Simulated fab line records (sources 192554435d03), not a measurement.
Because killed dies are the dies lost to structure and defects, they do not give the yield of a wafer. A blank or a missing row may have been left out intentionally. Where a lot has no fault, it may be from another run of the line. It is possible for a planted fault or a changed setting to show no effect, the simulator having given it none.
fab line records	flow n5_finfet
[record] lots = 24	wafers = 72	last_day = 18
route steps=1938 shown BEOL_M3@973
lots with no fault: from the same line, run without faults
start_h: start of the lot's first displayed wafer, in hours after the record's first day	wait_h: time in hours since the lot's previous step	" as in the row above	L1.1+2: one row covering several wafers at once	- no value present, or no start provided	* or withheld: withheld	< > ~ a bound
route shown NAME@n: NAME is a module with steps in the file, n the number in the route of the first one	usual: the fault-free wafers' mean and standard deviation	same: alike in all rows	chamber/n: place in a boat	sites: readings site by site	_std_site: how widely they spread, as a standard deviation	_edge_site: outer sites' mean less inner sites'	radius_mm: for every site, how far away it sits from the centre of the wafer	mask NAME#n: copy n	behind: the tool/chamber that last shaped the wafer	hold: cause of the lot's hold/its duration in hours/its outcome	device: transistor that didn't switch, given as n, p or np	end of line: the tests these same wafers got at the end of their route	step lacking rows: just its recipe	killed: not the wafer's yield, but the dies lost to structure and defects at the first sort	map: a wafer's dies, marking killed ones x, the rest . and places with no die _
set.NAME: the setting the step ran with; set.NAME@STEP: the setting that earlier step ran with	model.NAME: the simulator's own value behind a step, which no gauge read
a sample of lots followed through the steps of the route, with each step as a table and each wafer as a row
services: a tool's chamber out of use, with start hour (start_h, from the record's first day; less than 0 if before it), hours out, and reason
[[steps]]
[step N5_BEOL_M3_ETCHBACK_99]
[recipe] chemistry = CHF3	target = SiO2	target_depth_a = 50	time_s = 10.4	source_w = 215	bias_w = 47	Ar_flow_sccm = 200	CHF3_flow_sccm = 12	ion_energy_ev = 100	pressure_mtorr = 30
[usual] drypump_motor_current_A = 5.9/0.55	oes_product_au = 0.78/0.1	rf_vpp_V = 238/6.2	showerhead_plenum_p_Torr = 2.15/0.064	throttle_valve_pct = 16.95/0.25
[same] time_s = 10.4
lot.wafer	tool	chamber	start_h	wait_h	drypump_motor_current_A	oes_product_au	rf_hours_counter_h	rf_vpp_V	showerhead_plenum_p_Torr	throttle_valve_pct
L074.4	rie_diel-02	3	149.48	0.1	6.5	0.71	181	232	2.15	17.16
L074.5	"	3	"	"	6.4	0.71	-	234	2.15	17.14
L074.6	"	2	"	"	6.3	0.74	-	229	2.06	17.09
L075.3	rie_diel-06	1	149.57	0.1	5.4	0.85	50	236	2.19	16.66
L075.4	"	2	"	"	6.2	0.90	24	235	2.12	17.18
L075.5	"	0	"	"	5.9	0.72	-	248	2.22	17.26
L076.2	rie_diel-02	3	158.85	1.1	6.4	0.70	183	234	2.15	17.15
L076.3	"	1	"	"	5.1	0.71	219	250	2.19	16.74
L076.4	"	2	"	"	6.3	0.75	178	229	2.06	17.07
L077.3	rie_diel-02	2	169.51	1.0	6.3	0.74	182	231	2.06	17.09
L077.4	"	1	"	"	5.1	0.70	223	249	2.19	16.76
L077.5	"	3	"	"	6.5	0.70	-	234	2.15	17.15
L078.1	rie_diel-02	3	174.57	5.7	6.4	0.69	188	233	2.15	17.15
L078.2	"	1	"	"	5.1	0.70	224	249	2.19	16.74
L078.4	"	2	"	"	6.3	0.74	183	230	2.06	17.10
L080.1	rie_diel-04	1	186.29	2.6	6.2	0.72	199	242	2.22	16.81
L080.2	"	0	"	"	5.3	0.74	154	232	2.24	17.14
L080.5	"	1	"	"	6.3	0.72	-	241	2.22	16.82
L079.1	rie_diel-06	2	186.34	10.4	6.2	0.88	34	235	2.12	17.21
L079.3	"	1	"	"	5.4	0.83	61	237	2.18	16.65
L079.4	"	3	"	"	5.2	0.72	172	233	2.03	16.92
L081.2	rie_diel-02	2	189.42	1.0	6.3	0.74	187	229	2.06	17.11
L081.3	"	3	"	"	6.4	0.69	192	232	2.15	17.16
L081.6	"	3	"	"	6.5	0.70	-	232	2.15	17.16
L082.1	rie_diel-02	3	204.74	2.8	6.4	0.69	197	234	2.15	17.16
L082.4	"	0	"	"	6.4	0.95	16	241	2.18	16.59
L082.5	"	0	"	"	6.4	0.97	-	239	2.18	16.58
L083.3	rie_diel-02	3	207.95	0.8	6.4	0.69	197	233	2.15	17.17
L083.5	"	1	"	"	5.1	0.69	-	249	2.18	16.79
L083.6	"	0	"	"	6.4	0.96	-	239	2.18	16.59
L084.3	rie_diel-06	0	207.98	0.8	5.9	0.71	203	248	2.22	17.28
L084.4	"	3	"	"	5.2	0.72	177	235	2.03	16.93
L084.6	"	3	"	"	5.2	0.72	-	234	2.03	16.94
L085.1	rie_diel-02	1	221.28	1.1	5.1	0.69	238	250	2.18	16.76
L085.3	"	3	"	"	6.4	0.69	202	234	2.14	17.16
L085.5	"	0	"	"	6.4	0.95	-	241	2.18	16.60
L086.1	rie_diel-06	1	224.26	1.6	5.4	0.82	71	238	2.18	16.68
L086.2	"	0	"	"	5.9	0.71	208	249	2.21	17.30
L086.6	"	1	"	"	5.4	0.81	-	237	2.18	16.69
L087.1	rie_diel-06	0	234.60	2.4	5.9	0.71	212	247	2.21	17.29
L087.5	"	0	"	"	5.9	0.71	-	248	2.21	17.30
L087.6	"	1	"	"	5.4	0.81	-	237	2.18	16.71
L088.1	rie_diel-06	3	239.79	6.9	5.2	0.71	186	234	2.03	16.94
L088.2	"	1	"	"	5.4	0.81	76	237	2.18	16.69
L088.5	"	0	"	"	5.9	0.71	-	248	2.21	17.30
L090.1	rie_diel-02	1	245.64	3.7	5.1	0.68	245	248	2.18	16.78
L090.4	"	3	"	"	6.4	0.68	209	234	2.14	17.19
L090.5	"	1	"	"	5.1	0.69	-	249	2.18	16.79
L089.3	rie_diel-02	0	259.38	10.6	6.4	0.92	32	241	2.18	16.61
L089.5	"	2	"	"	6.3	0.73	-	229	2.05	17.15
L089.6	"	1	"	"	5.1	0.68	-	249	2.18	16.78
L091.2	rie_diel-02	3	268.11	16.2	6.5	0.69	215	233	2.14	17.19
L091.3	"	2	"	"	6.3	0.72	211	230	2.05	17.14
L091.5	"	0	"	"	6.4	0.92	-	240	2.18	16.61
L092.1	rie_diel-04	0	268.16	12.7	5.3	0.72	181	231	2.23	17.18
L092.4	"	1	"	"	6.2	0.69	227	241	2.21	16.86
L092.6	"	3	"	"	5.9	0.99	-	241	2.29	16.68
L093.1	rie_diel-04	1	269.89	10.7	6.3	0.69	227	243	2.21	16.86
L093.2	"	2	"	"	4.9	0.70	229	235	2.19	17.00
L093.6	"	1	"	"	6.2	0.69	-	242	2.21	16.84
L094.3	rie_diel-06	3	284.05	2.0	5.2	0.70	198	235	2.03	16.97
L094.4	"	2	"	"	6.1	0.85	60	233	2.11	17.25
L094.6	"	2	"	"	6.1	0.86	-	234	2.11	17.25
L095.1	rie_diel-04	3	289.49	3.1	5.9	0.95	7	238	2.29	16.69
L095.5	"	3	"	"	5.9	0.96	-	241	2.29	16.69
L095.6	"	0	"	"	5.3	0.72	-	232	2.23	17.20
L097.3	rie_diel-02	2	292.55	0.1	6.3	0.71	220	230	2.05	17.17
L097.4	"	0	"	"	6.4	0.90	42	239	2.17	16.63
L097.6	"	3	"	"	6.4	0.67	-	234	2.14	17.20
L096.1	rie_diel-06	1	297.74	5.5	5.4	0.79	92	237	2.17	16.71
L096.2	"	2	"	"	6.2	0.85	64	233	2.11	17.24
L096.4	"	0	"	"	5.9	0.70	228	249	2.21	17.32
[step N5_BEOL_M3_ANNEAL_80]
[recipe] temp_c = 400	time_s = 240	ambient = vacuum
[usual] heater_power_w = 918/91
[same] time_s = 240
lot.wafer	tool	chamber	start_h	wait_h	heater_power_w
L074.4	pvd_sputter-01	-	151.03	0.0	889
L074.5	"	-	"	"	1010
L074.6	"	-	"	"	1041
L075.3	pvd_sputter-03	-	151.26	0.0	917
L075.4	"	-	"	"	806
L075.5	"	-	"	"	985
L076.2	pvd_sputter-03	-	161.33	0.0	972
L076.3	"	-	"	"	918
L076.4	"	-	"	"	995
L077.3	pvd_sputter-02	-	172.85	0.0	923
L077.4	"	-	"	"	754
L077.5	"	-	"	"	753
L078.1	pvd_sputter-01	-	179.65	0.0	900
L078.2	"	-	"	"	864
L078.4	"	-	"	"	1047
L080.1	pvd_sputter-02	-	188.17	0.0	714
L080.2	"	-	"	"	899
L080.5	"	-	"	"	755
L079.1	pvd_sputter-01	-	189.87	0.0	1067
L079.3	"	-	"	"	1019
L079.4	"	-	"	"	835
L081.2	pvd_sputter-02	-	192.81	0.0	900
L081.3	"	-	"	"	749
L081.6	"	-	"	"	931
L082.1	pvd_sputter-03	-	206.39	0.0	848
L082.4	"	-	"	"	825
L082.5	"	-	"	"	833
L083.3	pvd_sputter-02	-	210.04	0.0	915
L083.5	"	-	"	"	938
L083.6	"	-	"	"	996
L084.3	pvd_sputter-02	-	211.96	0.0	1037
L084.4	"	-	"	"	763
L084.6	"	-	"	"	886
L085.1	pvd_sputter-03	-	222.98	0.0	821
L085.3	"	-	"	"	981
L085.5	"	-	"	"	809
L086.1	pvd_sputter-02	-	226.29	0.0	1027
L086.2	"	-	"	"	939
L086.6	"	-	"	"	891
L087.1	pvd_sputter-01	-	238.66	0.0	1034
L087.5	"	-	"	"	1028
L087.6	"	-	"	"	912
L088.1	pvd_sputter-01	-	241.50	0.0	1015
L088.2	"	-	"	"	891
L088.5	"	-	"	"	852
L090.1	pvd_sputter-01	-	247.83	0.0	1055
L090.4	"	-	"	"	894
L090.5	"	-	"	"	858
L089.3	pvd_sputter-03	-	260.87	0.0	839
L089.5	"	-	"	"	820
L089.6	"	-	"	"	924
L091.2	pvd_sputter-03	-	269.64	0.0	989
L091.3	"	-	"	"	933
L091.5	"	-	"	"	980
L092.1	pvd_sputter-01	-	270.45	0.0	862
L092.4	"	-	"	"	1040
L092.6	"	-	"	"	1023
L093.1	pvd_sputter-03	-	271.91	0.0	824
L093.2	"	-	"	"	840
L093.6	"	-	"	"	846
L094.3	pvd_sputter-01	-	286.13	0.0	838
L094.4	"	-	"	"	1049
L094.6	"	-	"	"	1013
L095.1	pvd_sputter-02	-	291.33	0.0	887
L095.5	"	-	"	"	894
L095.6	"	-	"	"	768
L097.3	pvd_sputter-01	-	296.52	0.0	888
L097.4	"	-	"	"	1040
L097.6	"	-	"	"	915
L096.1	pvd_sputter-02	-	301.14	0.0	921
L096.2	"	-	"	"	910
L096.4	"	-	"	"	1007
[step N5_BEOL_M3_SPUTTER_90]
[recipe] material = Cu	target_thk_a = 45	temp_c = -20	chamber_pressure_pa = 0.07	power_w = withheld	time_s = 8.29
[usual] throttle_valve_pct = 29.9/0.83
[same] time_s = 8.29
lot.wafer	tool	chamber	start_h	wait_h	throttle_valve_pct
L074.4	pvd_sputter-01	-	151.83	0.1	28.4
L074.5	"	-	"	"	30.6
L074.6	"	-	"	"	30.0
L075.3	pvd_sputter-03	-	152.06	0.1	31.5
L075.4	"	-	"	"	29.1
L075.5	"	-	"	"	30.1
L076.2	pvd_sputter-03	-	162.13	0.1	30.0
L076.3	"	-	"	"	31.6
L076.4	"	-	"	"	29.9
L077.3	pvd_sputter-02	-	173.72	0.1	29.8
L077.4	"	-	"	"	29.9
L077.5	"	-	"	"	30.0
L078.1	pvd_sputter-01	-	180.45	0.1	28.5
L078.2	"	-	"	"	28.6
L078.4	"	-	"	"	30.0
L080.1	pvd_sputter-02	-	188.97	0.1	29.8
L080.2	"	-	"	"	29.9
L080.5	"	-	"	"	30.1
L079.1	pvd_sputter-01	-	190.67	0.1	30.0
L079.3	"	-	"	"	30.4
L079.4	"	-	"	"	28.8
L081.2	pvd_sputter-02	-	193.61	0.1	29.8
L081.3	"	-	"	"	29.8
L081.6	"	-	"	"	30.3
L082.1	pvd_sputter-03	-	207.19	0.1	30.7
L082.4	"	-	"	"	29.0
L082.5	"	-	"	"	30.9
L083.3	pvd_sputter-02	-	210.84	0.1	30.0
L083.5	"	-	"	"	30.1
L083.6	"	-	"	"	29.7
L084.3	pvd_sputter-02	-	212.76	0.1	29.9
L084.4	"	-	"	"	29.8
L084.6	"	-	"	"	29.5
L085.1	pvd_sputter-03	-	223.78	0.1	30.9
L085.3	"	-	"	"	29.9
L085.5	"	-	"	"	29.3
L086.1	pvd_sputter-02	-	227.09	0.1	29.8
L086.2	"	-	"	"	29.5
L086.6	"	-	"	"	29.8
L087.1	pvd_sputter-01	-	239.46	0.1	30.9
L087.5	"	-	"	"	30.8
L087.6	"	-	"	"	28.8
L088.1	pvd_sputter-01	-	242.30	0.1	30.6
L088.2	"	-	"	"	28.5
L088.5	"	-	"	"	28.8
L089.3	pvd_sputter-03	-	261.67	0.1	30.9
L089.5	"	-	"	"	29.0
L089.6	"	-	"	"	31.8
L090.1	pvd_sputter-01	-	269.37	0.1	29.9
L090.4	"	-	"	"	28.4
L090.5	"	-	"	"	28.6
L091.2	pvd_sputter-03	-	270.54	0.1	30.2
L091.3	"	-	"	"	31.7
L091.5	"	-	"	"	30.2
L092.1	pvd_sputter-01	-	271.25	0.1	29.0
L092.4	"	-	"	"	29.9
L092.6	"	-	"	"	30.4
L093.1	pvd_sputter-03	-	272.81	0.1	29.2
L093.2	"	-	"	"	31.0
L093.6	"	-	"	"	31.1
L094.3	pvd_sputter-01	-	286.93	0.1	28.9
L094.4	"	-	"	"	30.0
L094.6	"	-	"	"	30.5
L095.1	pvd_sputter-02	-	292.13	0.1	29.8
L095.5	"	-	"	"	30.1
L095.6	"	-	"	"	30.3
L097.3	pvd_sputter-01	-	297.32	0.1	28.5
L097.4	"	-	"	"	29.8
L097.6	"	-	"	"	28.6
L096.1	pvd_sputter-02	-	301.94	0.1	29.7
L096.2	"	-	"	"	30.5
L096.4	"	-	"	"	29.9
[step N5_BEOL_M3_ANNEAL_91]
[recipe] temp_c = 400	time_s = 240	ambient = vacuum
[usual] heater_power_w = 919/90
[same] time_s = 240
lot.wafer	tool	chamber	start_h	wait_h	heater_power_w
L074.4	pvd_sputter-01	-	151.91	0.0	924
L074.5	"	-	"	"	1018
L074.6	"	-	"	"	1039
L075.3	pvd_sputter-03	-	152.14	0.0	939
L075.4	"	-	"	"	794
L075.5	"	-	"	"	1006
L076.2	pvd_sputter-03	-	162.21	0.0	997
L076.3	"	-	"	"	929
L076.4	"	-	"	"	1012
L077.3	pvd_sputter-02	-	173.80	0.0	893
L077.4	"	-	"	"	758
L077.5	"	-	"	"	764
L078.1	pvd_sputter-01	-	180.53	0.0	907
L078.2	"	-	"	"	852
L078.4	"	-	"	"	1018
L080.1	pvd_sputter-02	-	189.05	0.0	757
L080.2	"	-	"	"	888
L080.5	"	-	"	"	763
L079.1	pvd_sputter-01	-	190.75	0.0	1073
L079.3	"	-	"	"	1040
L079.4	"	-	"	"	876
L081.2	pvd_sputter-02	-	193.69	0.0	912
L081.3	"	-	"	"	747
L081.6	"	-	"	"	945
L082.1	pvd_sputter-03	-	207.27	0.0	821
L082.4	"	-	"	"	812
L082.5	"	-	"	"	844
L083.3	pvd_sputter-02	-	210.92	0.0	934
L083.5	"	-	"	"	908
L083.6	"	-	"	"	1017
L084.3	pvd_sputter-02	-	212.84	0.0	1042
L084.4	"	-	"	"	754
L084.6	"	-	"	"	919
L085.1	pvd_sputter-03	-	223.86	0.0	843
L085.3	"	-	"	"	1008
L085.5	"	-	"	"	816
L086.1	pvd_sputter-02	-	227.17	0.0	1018
L086.2	"	-	"	"	885
L086.6	"	-	"	"	898
L087.1	pvd_sputter-01	-	239.54	0.0	1022
L087.5	"	-	"	"	1043
L087.6	"	-	"	"	897
L088.1	pvd_sputter-01	-	242.38	0.0	1028
L088.2	"	-	"	"	892
L088.5	"	-	"	"	842
L089.3	pvd_sputter-03	-	261.75	0.0	843
L089.5	"	-	"	"	802
L089.6	"	-	"	"	931
L090.1	pvd_sputter-01	-	269.45	0.0	1020
L090.4	"	-	"	"	898
L090.5	"	-	"	"	866
L091.2	pvd_sputter-03	-	270.63	0.0	1012
L091.3	"	-	"	"	916
L091.5	"	-	"	"	1005
L092.1	pvd_sputter-01	-	271.33	0.0	842
L092.4	"	-	"	"	1040
L092.6	"	-	"	"	1029
L093.1	pvd_sputter-03	-	272.90	0.0	813
L093.2	"	-	"	"	836
L093.6	"	-	"	"	817
L094.3	pvd_sputter-01	-	287.01	0.0	851
L094.4	"	-	"	"	1063
L094.6	"	-	"	"	1020
L095.1	pvd_sputter-02	-	292.21	0.0	907
L095.5	"	-	"	"	901
L095.6	"	-	"	"	774
L097.3	pvd_sputter-01	-	297.40	0.0	895
L097.4	"	-	"	"	1038
L097.6	"	-	"	"	870
L096.1	pvd_sputter-02	-	302.02	0.0	907
L096.2	"	-	"	"	933
L096.4	"	-	"	"	1012
[step N5_BEOL_M3_THK_MEAS_53]
[recipe] thk_meas_gauge = xrf	reads = Cu_of_BEOL_M3_ECD_50
[usual] M3_THK = 40.0/2
lot.wafer	tool	chamber	start_h	wait_h	M3_THK[nm]
L074.4	film_metro-01	-	153.28	-	40.6
L074.5	"	-	"	"	41.1
L074.6	"	-	"	"	39.1
L075.3	film_metro-02	-	153.51	-	37.6
L075.4	"	-	"	"	44.7
L075.5	"	-	"	"	39.6
L076.2	film_metro-01	-	163.59	-	38.1
L076.3	"	-	"	"	36.1
L076.4	"	-	"	"	39.1
L077.3	film_metro-01	-	175.23	-	42.7
L077.4	"	-	"	"	41.1
L077.5	"	-	"	"	42.0
L078.1	film_metro-01	-	181.91	-	40.9
L078.2	"	-	"	"	40.0
L078.4	"	-	"	"	44.8
L080.1	film_metro-02	-	190.98	-	41.2
L080.2	"	-	"	"	38.8
L080.5	"	-	"	"	37.9
L079.1	film_metro-01	-	192.11	-	40.8
L079.3	"	-	"	"	41.2
L079.4	"	-	"	"	43.3
L081.2	film_metro-02	-	195.38	-	38.2
L081.3	"	-	"	"	38.9
L081.6	"	-	"	"	40.6
L082.1	film_metro-01	-	208.64	-	36.4
L082.4	"	-	"	"	39.4
L082.5	"	-	"	"	37.9
L083.3	film_metro-02	-	212.29	-	38.5
L083.5	"	-	"	"	39.6
L083.6	"	-	"	"	39.2
L084.3	film_metro-01	-	214.37	-	36.9
L084.4	"	-	"	"	38.7
L084.6	"	-	"	"	39.0
L085.1	film_metro-01	-	225.23	-	42.1
L085.3	"	-	"	"	36.8
L085.5	"	-	"	"	42.6
L086.1	film_metro-02	-	228.54	-	40.0
L086.2	"	-	"	"	41.2
L086.6	"	-	"	"	39.0
L087.1	film_metro-01	-	240.99	-	36.1
L087.5	"	-	"	"	39.7
L087.6	"	-	"	"	40.9
L088.1	film_metro-02	-	244.19	-	39.3
L088.2	"	-	"	"	40.1
L088.5	"	-	"	"	44.0
L089.3	film_metro-02	-	263.11	-	41.4
L089.5	"	-	"	"	36.7
L089.6	"	-	"	"	41.5
L090.1	film_metro-02	-	274.74	-	41.1
L090.4	"	-	"	"	42.4
L090.5	"	-	"	"	41.4
L091.2	film_metro-02	-	275.71	-	42.3
L091.3	"	-	"	"	41.2
L091.5	"	-	"	"	41.9
L092.1	film_metro-02	-	275.98	-	39.2
L092.4	"	-	"	"	38.8
L092.6	"	-	"	"	40.5
L093.1	film_metro-01	-	277.06	-	39.5
L093.2	"	-	"	"	39.7
L093.6	"	-	"	"	42.6
L094.3	film_metro-01	-	289.88	-	38.6
L094.4	"	-	"	"	38.6
L094.6	"	-	"	"	40.4
L095.1	film_metro-01	-	295.33	-	35.8
L095.5	"	-	"	"	39.0
L095.6	"	-	"	"	38.1
L097.3	film_metro-01	-	299.11	-	40.8
L097.4	"	-	"	"	41.6
L097.6	"	-	"	"	40.6
L096.1	film_metro-02	-	303.38	-	40.4
L096.2	"	-	"	"	36.3
L096.4	"	-	"	"	41.5
[step N5_BEOL_M3_PRE_CLEAN_60]
[recipe] gas = NH3/H2	time_s = 15	temp_c = *	rf_power_w = 300
[usual] heater_power_w = 80/25
[same] time_s = 15
lot.wafer	tool	chamber	start_h	wait_h	heater_power_w
L074.4	cvd_co-01	0	153.42	0.1	92
L074.5	"	2	"	"	115
L074.6	"	1	"	"	72
L075.3	cvd_co-01	1	153.55	0.0	70
L075.4	"	1	"	"	71
L075.5	"	0	"	"	94
L076.2	cvd_co-01	0	163.66	0.1	92
L076.3	"	2	"	"	115
L076.4	"	2	"	"	115
L077.3	cvd_co-02	0	175.26	0.0	100
L077.4	"	1	"	"	58
L077.5	"	0	"	"	100
L078.1	cvd_co-02	2	181.95	0.0	43
L078.2	"	1	"	"	58
L078.4	"	0	"	"	102
L080.1	cvd_co-01	1	191.07	0.1	71
L080.2	"	2	"	"	114
L080.5	"	0	"	"	89
L079.1	cvd_co-02	0	192.15	0.0	101
L079.3	"	1	"	"	58
L079.4	"	0	"	"	102
L081.2	cvd_co-01	0	195.42	0.0	90
L081.3	"	2	"	"	115
L081.6	"	0	"	"	92
L082.1	cvd_co-01	0	208.68	0.0	93
L082.4	"	0	"	"	90
L082.5	"	2	"	"	119
L083.3	cvd_co-02	0	212.33	0.0	99
L083.5	"	1	"	"	58
L083.6	"	0	"	"	100
L084.3	cvd_co-01	1	214.64	0.3	73
L084.4	"	0	"	"	93
L084.6	"	1	"	"	70
L085.1	cvd_co-02	2	225.28	0.1	44
L085.3	"	1	"	"	58
L085.5	"	2	"	"	44
L086.1	cvd_co-02	1	228.58	0.0	57
L086.2	"	0	"	"	103
L086.6	"	0	"	"	102
L087.1	cvd_co-02	2	241.18	0.2	44
L087.5	"	1	"	"	59
L087.6	"	0	"	"	98
L088.1	cvd_co-02	1	244.23	0.0	59
L088.2	"	2	"	"	44
L088.5	"	1	"	"	59
L089.3	cvd_co-02	1	263.15	0.0	59
L089.5	"	1	"	"	59
L089.6	"	2	"	"	44
L090.1	cvd_co-01	2	274.77	0.0	114
L090.4	"	2	"	"	116
L090.5	"	0	"	"	93
L091.2	cvd_co-01	1	275.75	0.0	70
L091.3	"	2	"	"	114
L091.5	"	1	"	"	72
L092.1	cvd_co-01	2	276.02	0.0	117
L092.4	"	0	"	"	89
L092.6	"	1	"	"	70
L093.1	cvd_co-02	1	277.21	0.1	60
L093.2	"	0	"	"	101
L093.6	"	2	"	"	44
L094.3	cvd_co-02	2	289.93	0.1	44
L094.4	"	2	"	"	44
L094.6	"	0	"	"	100
L095.1	cvd_co-01	1	295.37	0.0	69
L095.5	"	2	"	"	116
L095.6	"	1	"	"	70
L097.3	cvd_co-02	0	299.16	0.0	103
L097.4	"	2	"	"	44
L097.6	"	1	"	"	61
L096.1	cvd_co-01	1	303.42	0.0	71
L096.2	"	2	"	"	112
L096.4	"	1	"	"	71
[[services]]
tool	chamber	start_h	hours	kind
cvd_co-02	-	127.45	28.1	pm
rie_diel-02	0	133.14	-	clean
rie_diel-02	0	133.14	-	consumable_replace:focus_ring
rie_diel-02	0	133.14	16.0	scheduled_down
rie_diel-02	0	133.14	16.0	vent_cycle
rie_diel-04	2	140.05	19.5	repair
pvd_sputter-03	-	155.67	1.6	repair
cvd_co-02	-	165.03	1.7	repair
pvd_sputter-01	-	176.49	2.6	repair
rie_diel-04	3	180.80	1.6	repair
cvd_co-02	-	198.82	0.5	repair
cvd_co-02	-	212.88	6.9	pm
rie_diel-02	1	222.31	5.3	repair
cvd_co-01	1	222.85	2.7	repair
pvd_sputter-01	-	234.69	2.1	repair
rie_diel-04	3	237.79	-	clean
cvd_co-01	-	242.52	2.8	pm
pvd_sputter-01	-	256.70	7.0	repair
rie_diel-02	1	267.30	-	clean
rie_diel-02	1	267.30	-	consumable_replace:esc
rie_diel-02	1	267.30	-	consumable_replace:focus_ring
rie_diel-02	1	267.30	22.7	scheduled_down
rie_diel-02	1	267.30	22.7	vent_cycle
cvd_co-01	0	284.24	12.7	repair
[[key]]
fault none
